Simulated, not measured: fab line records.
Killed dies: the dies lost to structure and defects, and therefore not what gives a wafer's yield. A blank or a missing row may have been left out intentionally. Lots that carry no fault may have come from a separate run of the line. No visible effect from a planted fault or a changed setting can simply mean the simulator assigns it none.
Chamber matching | flow n5_finfet | 4 sister chambers for N5_MOL_CONTACT_COAG_ALD_123 on ald_sin-01
The step deposits SiNx, target thk 5 nm, pulse time 1 s, purge time 2 s. 15 wafers are shown with their chamber, then 7 later ones without.

== WAFERS WITH THEIR CHAMBER ==
wafer  | chamber | heater_power_w (W) | precursor_pulse_height_rel
L847.2 | 3       | 725                | 1.006
L847.4 | 2       | 838                | 0.995
L847.5 | 3       | 723                | 0.987
L850.1 | 3       | 741                | 1.000
L850.2 | 1       | 794                | 0.998
L850.5 | 0       | 826                | 1.000
L853.2 | 2       | 850                | 0.994
L853.3 | 3       | 723                | 0.990
L853.6 | 1       | 804                | 0.990
L854.2 | 3       | 721                | 0.983
L854.3 | 0       | 811                | 0.988
L854.6 | 2       | 865                | 0.987
L855.1 | 3       | 748                | 1.003
L855.4 | 2       | 868                | 1.017
L855.5 | 1       | 816                | 1.013

SIGNATURES (means of the wafers above)
reading                    | chamber 0 | chamber 1 | chamber 2 | chamber 3 | scatter within a chamber
heater_power_w             | 818.50    | 804.67    | 855.25    | 730.17    | 12
precursor_pulse_height_rel | 0.99400   | 1.00033   | 0.99825   | 0.99483   | 0.0108
Rule: for each reading, subtract the chamber's mean from the wafer's reading, divide by that reading's scatter and square the result; add these up over the readings and take the root, which gives the wafer's distance from the chamber. The wafer belongs to the nearest chamber; if the next one is less than 2 further off, it can't be placed. The scatter is the square root of a quotient: the sum, over the shown wafers, of each reading's squared deviation from its chamber's mean, divided by wafers minus chambers.

== WAFERS WITHOUT THEIR CHAMBER ==
wafer  | heater_power_w (W) | precursor_pulse_height_rel
L859.1 | 732                | 1.005
L859.2 | 827                | 1.009
L859.4 | 857                | 1.004
L863.4 | 864                | 0.968
L863.6 | 739                | 0.975
L864.1 | 739                | 1.005
L864.6 | 722                | 1.032

== WHICH CHAMBER EACH WENT THROUGH ==
wafer  | from the rows above          | in truth
L859.1 | 3                            | 3
L859.2 | can't be placed: 0 or 1 or 2 | 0
L859.4 | 2                            | 2
L863.4 | can't be placed: 2 or 0      | 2
L863.6 | 3                            | 3
L864.1 | 3                            | 3
L864.6 | 3                            | 3
Placed correctly: 5 of 7. These rows do not allow placing 2 (true chamber among the candidates in 2). Placed wrongly: 0.
